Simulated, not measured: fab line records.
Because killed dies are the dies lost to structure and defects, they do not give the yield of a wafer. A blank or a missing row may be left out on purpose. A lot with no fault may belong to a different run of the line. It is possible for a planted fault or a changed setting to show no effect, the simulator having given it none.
Struck lot and sound lot, side by side | flow nandHarc | 17 steps out of a route of 1159
Sound: the wafers L124.2, L124.3, L124.4. Wafers L130.1, L130.3, L130.5 were the ones struck. At the end, the cause is stated.
Order at every step that has rows: each side's tool, ch and its chambers, its first start. Under that, the readings that differ: sound wafers | struck wafers | difference of the means | sigmas: that difference in standard deviations of wafers without a fault.
alike: readings whose means differ by less than 2 such deviations, and words and numbers that are the same on both sides. not compared: withheld readings, readings that some wafer has no value for, bounds like >300 that may hide the same value, and numbers for which the record gives no deviation and whose values overlap.
Wherever a step has rows on one side only, a row that says differs or no value, or a row with sigmas, the two part there. Numbers that don't overlap but have no deviation are shown without sigmas and don't part them. A reading missing from all wafers of one side parts the sides only when that side holds two or more wafers.

NHARC_P_M1_INSPECT_11:
  sound: defectInspect-02 at day 6 19:22; struck: defectInspect-02 at day 8 04:47
  alike: rawDefectCount
NHARC_P_M1_DESCUM_14: chemistry O2, time 3 s.
  sound on rieDiel-08 ch 0,1,2, day 6 19:25; struck on rieDiel-08 ch 0,1,2, day 8 04:52
  alike: drypumpMotorCurrentA, oesProductAu, rfVppV, showerheadPlenumPTorr, throttleValvePct
  not compared: rfHoursCounterH
then, 2 steps without rows for these wafers: NHARC_P_M1_ETCH_35 (etches the open film in N2/H2, target depth 40 nm, overetch 12 nm, time 43.94 s); NHARC_P_M1_ETCH_15 (etches the open film in C4F8/Ar, target depth 182.5 nm, time 91.2 s).
NHARC_P_M1_CD_MEAS_16:
  sound: cdSem-01 at day 6 19:44; struck: cdSem-02 at day 8 05:10
  alike: cdNm
then, 3 steps without rows for these wafers: NHARC_P_M1_STRIP_18 (strips in N2/H2); NHARC_P_M1_ETCH_28 (etches the open film in CF4/N2, target depth 30 nm, time 72.99 s); NHARC_P_M1_STRIP_19 (strips in post etch residue remover, time 600 s).
NHARC_P_M1_DEGAS_29: time 60 s.
  sound: pvdSputter-02 at day 6 20:31; struck: pvdSputter-02 at day 8 05:52
  alike: heaterPowerW
NHARC_P_M1_PRE_CLEAN_30: time 30 s.
  sound on pvdSputter-02; struck on pvdSputter-02
  alike: heaterPowerW
then, 1 step without rows for these wafers: NHARC_P_M1_PVD_20 (deposits TaN, target thk 5 nm, time 8.06 s).
NHARC_P_M1_PVD_21: deposits Cu, target thk 30 nm, time 20.49 s.
  sound on pvdSputter-02; struck on pvdSputter-02
  alike: throttleValvePct
NHARC_P_M1_ECD_22: material Cu, target thk 400 nm.
  sound on ecdCu-02 ch 0,1, day 6 20:55; struck on ecdCu-01 ch 0, day 8 06:17
  alike: bathTempC
NHARC_P_M1_ANNEAL_31: time 90 s.
  sound on rtpAnneal-01 ch 0, day 6 21:18; struck on rtpAnneal-02 ch 0, day 8 06:37
  alike: wafer_temp_C_max
NHARC_P_M1_CMP_23: polishes, t overpolish 20 s, target thk 157.82 nm.
  sound on cmp-03 ch 0,1,3, day 6 21:36; struck on cmp-02 ch 0,1,2, day 8 07:01
reading             | sound    | struck   | difference | sigmas
timeToEndpointS (s) | 26 29 30 | 11 15 15 | -15        | -4
  alike: motorCurrentA, slurryFilterDpKPa, slurryFlowMlMin
NHARC_P_M1_THK_MEAS_24: measures by xrf.
  sound: filmMetro-01 at day 6 21:55; struck: filmMetro-02 at day 8 07:16
  alike: thkNm
-- jump in the record: it breaks off in module P_M1 and resumes in module END (first step shown: number 1159 of the route), and 13 days separate the struck wafers' starts before and after --
NHARC_END_SORT_01:
  sound on prober-01 ch 0, day 20 09:13; struck on prober-01 ch 0, day 21 12:32
  alike: defectLimitedYield, killedAtArray, killedAtOther, killedAtPeriphery, killedDies, killedOpen, killedShort, sort_bin_2_pct, sort_bin_3_pct, sort_bin_4_pct, sortNPass, sortRimYieldPct, sortYieldPct

## WHERE THEY PART
NHARC_P_M1_CMP_23 only, going by this record. Later steps at which nothing parts them and some readings are alike: NHARC_P_M1_THK_MEAS_24, NHARC_END_SORT_01.

WHY: the cause the simulator had injected
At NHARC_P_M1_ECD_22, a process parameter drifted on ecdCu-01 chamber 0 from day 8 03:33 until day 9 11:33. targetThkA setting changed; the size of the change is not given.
